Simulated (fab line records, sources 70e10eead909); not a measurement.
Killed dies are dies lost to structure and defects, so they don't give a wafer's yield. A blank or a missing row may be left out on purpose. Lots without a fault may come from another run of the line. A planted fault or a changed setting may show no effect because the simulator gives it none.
fab line records | flow nand_harc
record lots=11 wafers=33 last_day=33
route steps=1302 shown P_ZERO_WELL@56 P_GATE@145 END@1302
lots that met no fault: from a run of the same line without faults
start_h: hours from the record's first day to the start of the lot's first wafer shown | wait_h: hours since the lot's step before | " the same as in the row above | L1.1+2: a row that stands for several wafers | - no value, or no start given | * or withheld: withheld | < > ~ a bound
route shown NAME@n: a module of which the file shows steps, and the number in the route of the first | usual: mean/standard deviation of fault-free wafers | same: alike in all rows | chamber/n: place in a boat | sites: the reading at each site | _std_site: their standard deviation | _edge_site: outer sites' mean less inner sites' | radius_mm: how far each site lies from the wafer's centre | mask NAME#n: copy n | behind: the tool/chamber that last shaped the wafer | hold: why the lot was held/for how many hours/how that ended | device: the transistor (n, p or np) that didn't switch | end of line: the same wafers' tests at the end of the route | a step without rows: its recipe alone | killed: dies lost to structure and defects at the first sort, not the wafer's yield | map: a wafer's dies, x killed, . not, _ none there
set.NAME: the setting as run; set.NAME@STEP: as run at that earlier step | model.NAME: the simulator's own value behind a step, which no gauge read
steps of the route over a sample of lots; a table a step, a row a wafer
services: from which hour (start_h, from the record's first day; less than 0 if before it) a tool's chamber was out of use, for how many hours, and why
## steps
# step NHARC_P_ZERO_WELL_EXPOSE_49
# recipe na=0.6 target_cd_nm=2000 dose_mj=22.64 mask_id=P_HVPW
# usual reticle_temp_C=23.01/0.1
# columns lot.wafer tool chamber start_h wait_h mask reticle_temp_C
L364.1 krf_scanner-03 0 35.60 - P_HVPW#0 22.93
L364.4 " 0 " " P_HVPW#0 23.07
L364.5 " 0 " " P_HVPW#0 23.00
L365.1 krf_scanner-03 0 45.58 - P_HVPW#0 23.13
L365.4 " 0 " " P_HVPW#0 23.06
L365.5 " 0 " " P_HVPW#0 22.89
L369.1 krf_scanner-03 0 85.89 - P_HVPW#0 22.93
L369.4 " 0 " " P_HVPW#0 22.68
L369.6 " 0 " " P_HVPW#0 22.95
L370.2 krf_scanner-03 0 95.57 - P_NWELL#0 22.94
L370.4 " 0 " " P_NWELL#0 23.05
L370.6 " 0 " " P_NWELL#0 23.09
L372.1 krf_scanner-03 0 115.39 - P_HVPW#0 22.91
L372.3 " 0 " " P_HVPW#0 23.02
L372.5 " 0 " " P_HVPW#0 23.01
L376.3 krf_scanner-03 0 161.20 - P_HVPW#0 23.03
L376.4 " 0 " " P_HVPW#0 23.03
L376.6 " 0 " " P_HVPW#0 23.01
L378.1 krf_scanner-04 0 176.29 - P_HVPW#0 23.10
L378.4 " 0 " " P_HVPW#0 22.96
L378.6 " 0 " " P_HVPW#0 23.07
L379.1 krf_scanner-01 0 185.48 - P_HVPW#0 22.96
L379.5 " 0 " " P_HVPW#0 22.94
L379.6 " 0 " " P_HVPW#0 23.01
L382.3 krf_scanner-03 0 215.60 - P_HVPW#0 23.11
L382.4 " 0 " " P_HVPW#0 23.05
L382.6 " 0 " " P_HVPW#0 22.97
L383.1 krf_scanner-01 0 225.71 - P_HVPW#0 23.01
L383.2 " 0 " " P_HVPW#0 23.07
L383.4 " 0 " " P_HVPW#0 23.20
L384.2 krf_scanner-03 0 235.85 - P_HVPW#0 23.00
L384.3 " 0 " " P_HVPW#0 23.16
L384.6 " 0 " " P_HVPW#0 23.08
# step NHARC_P_ZERO_WELL_CD_MEAS_52
# recipe target_cd_nm=2000 landing_energy_ev=500
# usual cd_nm=1999.3/1.6
# columns lot.wafer tool chamber start_h wait_h cd_nm
L364.1 cd_sem-02 0 35.75 - 1999.9
L364.4 " 0 " " 1999.5
L364.5 " 0 " " 1999.9
L365.1 cd_sem-02 0 45.73 - 2001.5
L365.4 " 0 " " 1997.9
L365.5 " 0 " " 1998.4
L369.1 cd_sem-02 0 86.05 - 2000.7
L369.4 " 0 " " 1996.5
L369.6 " 0 " " 1997.3
L370.2 cd_sem-03 0 95.72 - -
L370.4 " 0 " " -
L370.6 " 0 " " -
L372.1 cd_sem-01 0 115.54 - 2003.3
L372.3 " 0 " " 2000.4
L372.5 " 0 " " 2002.1
L376.3 cd_sem-01 0 161.36 - 2000.3
L376.4 " 0 " " 2000.0
L376.6 " 0 " " 1998.6
L378.1 cd_sem-02 0 176.44 - 1999.4
L378.4 " 0 " " 1998.9
L378.6 " 0 " " 2000.7
L379.1 cd_sem-01 0 185.64 - 2000.9
L379.5 " 0 " " 1998.3
L379.6 " 0 " " 2000.8
L382.3 cd_sem-01 0 215.75 - 1995.7
L382.4 " 0 " " 1999.6
L382.6 " 0 " " 1999.1
L383.1 cd_sem-03 0 225.86 - 1997.5
L383.2 " 0 " " 2001.0
L383.4 " 0 " " 1997.8
L384.2 cd_sem-03 0 236.00 - 2000.6
L384.3 " 0 " " 1998.9
L384.6 " 0 " " 2000.9
# step NHARC_P_GATE_ETCH_104
# recipe target_depth_a=600 time_s=withheld cf4_flow_sccm=100 chf3_flow_sccm=30 ar_flow_sccm=0 rf_w=500 bias_w=200 chemistry=CF4/CHF3
# usual drypump_motor_current_A=5.8/0.49 oes_product_au=0.949/0.024 rf_fwd_power_W=492.0/2.8 rf_vpp_V=370.5/2.3 showerhead_plenum_p_Torr=1.57/0.068 throttle_valve_pct=16.802/0.0098
# columns lot.wafer tool chamber start_h wait_h drypump_motor_current_A oes_product_au rf_fwd_power_W rf_vpp_V showerhead_plenum_p_Torr throttle_valve_pct
L364.1 rie_diel-07 3 100.55 0.1 5.2 0.931 488.8 373.6 1.68 16.792
L364.4 " 1 " " 6.2 0.933 495.6 373.7 1.66 16.801
L364.5 " 3 " " 5.2 0.922 486.6 374.7 1.68 16.808
L365.1 rie_diel-03 0 114.75 0.1 5.2 0.972 492.4 370.1 1.51 16.816
L365.5 " 1 " " 4.8 0.953 487.5 369.0 1.51 16.790
L365.4 " 2 " " 5.7 0.963 497.2 366.6 1.48 16.797
L369.4 rie_diel-05 3 156.13 0.1 6.1 0.916 491.3 368.9 1.51 16.806
L369.1 " 1 " " 6.3 0.930 488.7 370.1 1.57 16.793
L369.6 " 0 " " 5.4 0.923 490.2 370.5 1.54 16.783
L372.1 rie_diel-05 3 190.03 0.1 6.1 0.940 492.8 368.5 1.51 16.793
L372.3 " 0 " " 5.5 0.921 489.5 370.9 1.54 16.800
L372.5 " 1 " " 6.2 0.954 492.1 370.1 1.57 16.821
L376.3 rie_diel-05 0 244.51 0.1 5.5 0.985 489.0 369.0 1.54 16.805
L376.4 " 2 " " 6.1 0.960 488.0 372.1 1.66 16.824
L376.6 " 3 " " 6.1 0.953 489.6 368.5 1.51 16.793
L378.1 rie_diel-07 2 245.16 0.1 5.8 0.977 492.2 372.1 1.62 16.790
L378.4 " 3 " " 5.2 0.986 488.0 374.2 1.68 16.809
L378.6 " 0 " " 5.8 0.977 496.4 372.0 1.64 16.814
L379.1 rie_diel-03 0 258.94 0.1 5.2 0.928 491.9 366.8 1.51 16.795
L379.5 " 0 " " 5.2 0.934 493.7 367.7 1.51 16.783
L379.6 " 1 " " 4.8 0.930 492.5 367.8 1.51 16.820
L382.4 rie_diel-05 2 285.59 0.1 6.1 0.956 492.2 372.7 1.66 16.799
L382.3 " 3 " " 6.1 0.964 490.4 367.4 1.50 16.801
L382.6 " 3 " " 6.1 0.962 491.2 367.9 1.50 16.807
L383.2 rie_diel-03 1 297.23 0.1 4.8 0.960 486.9 370.6 1.51 16.798
L383.4 " 2 " " 5.7 0.972 495.0 367.4 1.48 16.793
L383.1 " 0 " " 5.2 0.977 495.6 368.2 1.51 16.800
L384.3 rie_diel-07 3 303.35 0.1 5.2 0.968 487.3 373.7 1.68 16.795
L384.2 " 0 " " 5.8 0.965 497.4 373.2 1.64 16.804
L384.6 " 0 " " 5.8 0.966 495.1 372.1 1.64 16.790
# step NHARC_P_GATE_ETCH_32
# recipe target_depth_a=1500 over_etch_frac=1 over_etch_ion_energy_ev=40 time_s=100.1 hbr_flow_sccm=150 cl2_flow_sccm=50 rf_w=400 icp_w=400 bias_w=100 chemistry=HBr/Cl2
# usual drypump_motor_current_A=5.7/0.57 mfc_cl2_sccm=49.99/0.14 oes_product_au=0.999/0.012 rf_fwd_power_W=396.4/1.5 throttle_valve_pct=26.406/0.0091
# columns lot.wafer tool chamber start_h wait_h drypump_motor_current_A mfc_cl2_sccm oes_product_au rf_fwd_power_W rf_hours_counter_h throttle_valve_pct
L364.1 rie_si-01 0 100.93 - 5.7 50.26 1.001 396.9 0.5 26.410
L364.4 " 2 " " 6.2 49.92 0.986 396.6 0.5 26.402
L364.5 " 0 " " 5.7 50.15 1.000 395.8 - 26.392
L365.1 rie_si-02 0 115.19 - 5.0 50.16 1.016 397.9 0.0 26.413
L365.4 " 2 " " 5.7 50.09 1.024 399.5 0.1 26.398
L365.5 " 3 " " 6.3 49.98 1.005 396.2 - 26.406
L369.4 rie_si-03 1 156.51 - 6.5 49.75 1.011 396.0 0.7 26.395
L369.1 " 2 " " 6.0 50.11 0.973 394.9 0.6 26.416
L369.6 " 2 " " 5.9 50.06 0.983 394.6 - 26.393
L372.3 rie_si-03 1 190.41 - 6.4 49.68 1.007 395.8 0.9 26.417
L372.1 " 0 " " 4.9 49.97 0.994 398.3 0.7 26.411
L372.5 " 1 " " 6.5 49.89 1.006 394.3 - 26.406
L376.3 rie_si-03 2 244.90 - 5.9 50.01 0.982 395.5 0.1 26.398
L376.4 " 3 " " 5.5 50.18 0.992 396.7 0.1 26.400
L376.6 " 1 " " 6.4 50.04 1.007 396.1 - 26.404
L378.4 rie_si-01 3 245.54 - 4.9 50.19 1.008 395.8 0.3 26.424
L378.1 " 0 " " 5.7 49.92 1.017 391.8 0.3 26.409
L378.6 " 2 " " 6.2 50.28 1.011 398.7 - 26.406
L379.1 rie_si-03 1 259.33 - 6.4 50.08 0.997 395.0 0.2 26.415
L379.5 " 0 " " 4.8 50.05 0.996 397.7 - 26.403
L379.6 " 1 " " 6.5 49.83 1.004 393.2 - 26.408
L382.4 rie_si-01 0 285.98 - 5.7 50.12 1.017 397.1 0.6 26.424
L382.3 " 2 " " 6.3 49.95 0.994 397.2 0.6 26.415
L382.6 " 3 " " 5.0 49.99 1.005 394.6 - 26.396
L383.1 rie_si-02 3 297.61 - 6.3 50.09 1.009 395.9 0.0 26.399
L383.4 " 0 " " 5.1 50.10 0.998 397.1 0.0 26.417
L383.2 " 2 " " 5.7 49.93 0.998 396.3 0.0 26.399
L384.2 rie_si-03 3 303.75 - 5.5 49.93 1.013 396.8 0.5 26.399
L384.3 " 0 " " 4.8 49.78 0.984 397.6 0.5 26.401
L384.6 " 2 " " 5.9 50.15 0.978 394.0 - 26.416
# step NHARC_P_GATE_STRIP_113
# recipe power_w=1500 temp_c=110 time_s=740 chemistry=N2/H2
# usual drypump_motor_current_A=5.7/0.55 heater_power_w=95/9.9 rf_refl_power_W=12.4/1.8
# columns lot.wafer tool chamber start_h wait_h drypump_motor_current_A heater_power_w rf_hours_counter_h rf_refl_power_W
L364.1 plasma_asher-02 1 116.16 0.3 5.3 106 9 11.2
L364.4 " 1 " " 5.3 107 - 11.7
L364.5 " 1 " " 5.3 107 - 10.4
L365.1 plasma_asher-01 1 130.62 0.3 5.0 85 29 10.1
L365.4 " 1 " " 5.0 86 - 10.3
L365.5 " 0 " " 6.3 88 - 13.1
L369.1 plasma_asher-02 1 172.16 0.3 5.3 107 22 10.9
L369.4 " 0 " " 6.2 101 - 14.9
L369.6 " 0 " " 6.2 103 - 14.8
L372.1 plasma_asher-02 0 207.94 0.3 6.2 100 29 15.0
L372.3 " 0 " " 6.2 99 - 15.1
L372.5 " 0 " " 6.2 102 - 14.7
L376.4 plasma_asher-01 0 260.55 0.3 6.3 90 - 12.8
L376.3 " 1 " " 5.1 84 - 10.6
L376.6 " 0 " " 6.3 90 - 13.2
L378.1 plasma_asher-01 0 261.10 0.3 6.3 90 17 13.0
L378.4 " 1 " " 5.0 83 - 10.0
L378.6 " 1 " " 5.0 85 - 10.8
L379.1 plasma_asher-02 0 274.76 0.3 6.2 97 5 15.7
L379.6 " 1 " " 5.3 110 - 11.3
L379.5 " 0 " " 6.2 99 - 14.7
L382.3 plasma_asher-02 1 301.35 0.4 5.3 110 - 10.5
L382.4 " 0 " " 6.2 99 - 15.1
L382.6 " 1 " " 5.3 114 - 10.7
L383.1 plasma_asher-01 1 312.95 0.2 5.1 84 27 10.8
L383.2 " 0 " " 6.3 89 27 13.8
L383.4 " 1 " " 5.0 84 - 10.6
L384.2 plasma_asher-02 0 321.06 0.2 6.2 99 12 14.4
L384.3 " 0 " " 6.2 98 - 14.2
L384.6 " 1 " " 5.3 112 - 10.8
# step NHARC_END_SORT_01
# recipe temp_c=25
# usual killed_at_array=58/18 killed_at_other=1.0/1.5 killed_at_periphery=4/3.1 killed_dies=64/18 killed_open=3.4/1.9 killed_short=2.7/1.7
# same gross_dies=677
# columns lot.wafer tool chamber start_h wait_h killed_at_array killed_at_other killed_at_periphery killed_dies killed_open killed_short
L370.2 prober-02 0 637.82 2.8 56 0 621 677 2 2
L370.4 prober-02 0 639.41 3.4 46 2 629 677 3 3
L370.6 prober-02 0 641.01 4.0 59 0 618 677 2 3
# killed by level:class
L370.2 P_ZERO_WELL:area_expose=616 A_CHANNEL_HOLE_D1:chamber_film_flake=37 A_CHANNEL_HOLE_D2:chamber_film_flake=10 A_STAIRCASE:chamber_film_flake=3 A_CHANNEL_FILL_D1:chamber_film_flake=2 P_GATE:geometric_particle:short=1 P_CONTACT:geometric_particle:short=1 A_DECK1_JOINT:geometric_particle:open=1
L370.4 P_ZERO_WELL:area_expose=629 A_CHANNEL_HOLE_D1:chamber_film_flake=30 A_CHANNEL_HOLE_D2:chamber_film_flake=7 A_WL_FILL:geometric_particle:open=2 A_WL_FILL:chamber_film_flake=2 THIN_TSV:chamber_film_flake=2 A_ONON_D2:geometric_particle:short=1 A_SGD_CUT:geometric_particle:short=1
L370.6 P_ZERO_WELL:area_expose=618 A_CHANNEL_HOLE_D1:chamber_film_flake=38 A_CHANNEL_HOLE_D2:chamber_film_flake=11 A_DECK1_JOINT:chamber_film_flake=3 A_ONON_D1:geometric_particle:short=1 A_CHANNEL_FILL_D1:geometric_particle:open=1 A_DECK1_JOINT:geometric_particle:short=1 A_CHANNEL_FILL_D2:geometric_particle:open=1
## services
# columns tool chamber start_h hours kind
rie_si-01 - 16.00 9.0 pm
rie_si-03 - 44.00 9.0 pm
krf_scanner-03 - 52.00 4.0 pm
rie_diel-05 - 52.60 9.0 pm
rie_si-03 0 63.70 11.7 repair
krf_scanner-03 - 65.25 1.1 repair
plasma_asher-02 - 72.05 9.0 pm
rie_diel-03 - 104.30 9.0 pm
rie_diel-07 - 117.20 9.0 pm
rie_si-01 - 140.74 0.3 repair
plasma_asher-01 - 156.53 3.6 repair
rie_diel-03 - 159.69 21.3 repair
rie_diel-05 1 161.60 3.1 repair
plasma_asher-01 - 165.00 9.0 pm
rie_diel-05 - 172.19 4.8 repair
rie_si-01 - 193.00 9.0 pm
rie_diel-03 2 202.87 11.6 repair
rie_si-03 - 221.00 9.0 pm
krf_scanner-03 - 224.00 4.0 pm
rie_diel-05 - 229.60 9.0 pm
rie_si-03 0 235.89 7.7 repair
plasma_asher-02 - 249.05 9.0 pm
rie_diel-07 1 256.65 3.3 repair
rie_diel-05 0 294.30 8.2 repair
## key
first_sign step=NHARC_P_ZERO_WELL_EXPOSE_49 reading=mask direction=changed
effect step=NHARC_P_ZERO_WELL_CD_MEAS_52 reading=cd_nm direction=missing
effect step=NHARC_END_SORT_01 reading=killed_at_periphery direction=up sigmas=99+ usual=4 struck=623
more_kills_born_at NHARC_P_ZERO_WELL_EXPOSE_49@krf_scanner-03=1863
met_at NHARC_P_ZERO_WELL_EXPOSE_49
struck_lots L370
later_rows_left_out L370.2,L370.4,L370.6
tester_left_out L370
not_acting_at NHARC_P_GATE_ETCH_104,NHARC_P_GATE_ETCH_32,NHARC_P_GATE_STRIP_113
onset_between 85.89 95.57
fault kind=wrong_mask tool=any chamber=- onset_h=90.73 steps=NHARC_P_ZERO_WELL_EXPOSE_49 aux_copy=P_NWELL#0 scope=struck_lots_only
# tester_left_out: of these lots the tester's yield and bins aren't shown, on N5 and GAA mostly nor the transistor test; their killed dies are dies lost to structure and defects alone, not to doping, threshold or leakage, so they don't give the yield
# later_rows_left_out: the simulator's readings of these wafers behind a module that went badly wrong aren't trusted and aren't shown, but for the sort
